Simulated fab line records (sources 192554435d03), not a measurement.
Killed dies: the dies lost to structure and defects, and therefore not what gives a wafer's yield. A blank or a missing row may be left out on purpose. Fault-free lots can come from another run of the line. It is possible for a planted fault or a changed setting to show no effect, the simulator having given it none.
Which tool is to blame? + flow n5_finfet + 10 lots with 30 wafers sampled at 2 steps, on a route of 1938 steps

## WHAT THE GAUGES SHOWED, per wafer
N5_BEOL_M9_CD_MEAS_28: the cd target is 70 nm.
| lot  | measured     | on        | cd_nm (nm)        |
|------|--------------|-----------|-------------------|
| L609 | day 11 06:28 | cd_sem-03 | 69.92 69.87 70.01 |
| L610 | day 11 13:58 | cd_sem-01 | 69.68 69.88 70.05 |
| L615 | day 12 14:41 | cd_sem-03 | 70.13 69.72 69.94 |
| L614 | day 12 17:56 | cd_sem-03 | 69.78 70.37 70.11 |
| L619 | day 13 21:29 | cd_sem-02 | 70.43 69.76 69.94 |
| L620 | day 14 03:55 | cd_sem-01 | 70.06 69.77 70.11 |
| L622 | day 14 12:53 | cd_sem-02 | 70.19 70.15 70.04 |
| L625 | day 15 07:30 | cd_sem-02 | 69.84 70.05 70.08 |
| L626 | day 15 07:32 | cd_sem-01 | 70.19 70.32 70.26 |
| L627 | day 15 10:19 | cd_sem-01 | 69.79 70.06 69.59 |

## TOOL THAT RAN EACH LOT (tool first, then ch and the chambers of the sampled wafers, then the start)
| lot  | N5_BEOL_M9_EXPOSE_25              |
|------|-----------------------------------|
| L609 | euv_scanner-01 ch 0, day 11 06:20 |
| L610 | euv_scanner-01 ch 0, day 11 13:50 |
| L615 | euv_scanner-01 ch 0, day 12 14:34 |
| L614 | euv_scanner-01 ch 0, day 12 17:50 |
| L619 | euv_scanner-01 ch 0, day 13 21:22 |
| L620 | euv_scanner-01 ch 0, day 14 03:48 |
| L622 | euv_scanner-02 ch 0, day 14 12:46 |
| L625 | euv_scanner-02 ch 0, day 15 07:22 |
| L626 | euv_scanner-02 ch 0, day 15 07:25 |
| L627 | euv_scanner-02 ch 0, day 15 10:11 |
- N5_BEOL_M9_EXPOSE_25: exposes mask V8.

## THE ANSWER, worked out from the rows above alone
Rule: the lots themselves supply what counts as usual. Put in order of their means at a reading, lots are off if they are a third of the lots or fewer, leave a main group of 4 or more, and stand apart from it by a gap of 3 or more times the standard deviation of the main group's means; of several such gaps the widest counts. A main group is skipped when, at the precision printed for the reading in the tables above, its means are all equal. A lot without any number at a reading at which 4 lots or more have one is off too. All remaining lots with rows at the step are treated as sound.
No lot is off at any reading shown: from this, nothing can be told.

## WHAT HAD BEEN PUT IN BY THE SIMULATOR
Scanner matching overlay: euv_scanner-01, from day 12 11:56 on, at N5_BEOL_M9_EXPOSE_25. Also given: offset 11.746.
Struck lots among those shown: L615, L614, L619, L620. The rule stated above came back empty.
